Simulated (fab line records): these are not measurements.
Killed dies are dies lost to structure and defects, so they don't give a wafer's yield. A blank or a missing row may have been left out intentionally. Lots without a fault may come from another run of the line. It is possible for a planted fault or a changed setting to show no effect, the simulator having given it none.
Chamber matching ; flow nand harc ; ald sin-04 running NHARC_P_GATE_ALD_36: 4 sister chambers
The step deposits SiNx, target thk 20 nm, pulse time 60 s, ald cycles 223. 4 wafers are shown with their chamber, then 8 later ones without.

== WAFERS WITH THEIR CHAMBER ==
wafer;chamber;heater power w (W)
L081.2;2;891
L084.5;3;893
L085.6;1;717
L089.2;0;779

== WAFERS WITH NO CHAMBER GIVEN ==
wafer;heater power w (W)
L089.3;739
L089.6;922
L093.1;832
L093.6;749
L093.5;851
L096.3;835
L096.4;751
L096.6;843

== EACH ONE'S CHAMBER ==
wafer;from the rows above;in truth
L089.3;can't be placed: 1 or 0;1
L089.6;can't be placed: 3 or 2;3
L093.1;can't be placed: 0 or 2 or 3 or 1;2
L093.6;can't be placed: 0 or 1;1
L093.5;can't be placed: 2 or 3 or 0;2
L096.3;can't be placed: 0 or 2 or 3 or 1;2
L096.4;can't be placed: 0 or 1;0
L096.6;can't be placed: 2 or 3 or 0 or 1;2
0 of 8 placed correctly. Cannot be placed on the basis of these rows: 8; the candidates contain the true chamber in 8. Wrongly placed: 0.
How it was worked out, from the rows above alone: a wafer's distance from a chamber is the root of the sum, over the readings, of the square of ((its reading less the chamber's mean) divided by the reading's scatter). The wafer belongs to the nearest chamber; if the next one is less than 2 further off, it can't be placed. For every chamber, the mean is computed from those of its wafers that are shown. The scatter (one wafer shown for each chamber): square how far every hidden wafer sits from the nearest shown wafer, average those squares and take the square root.
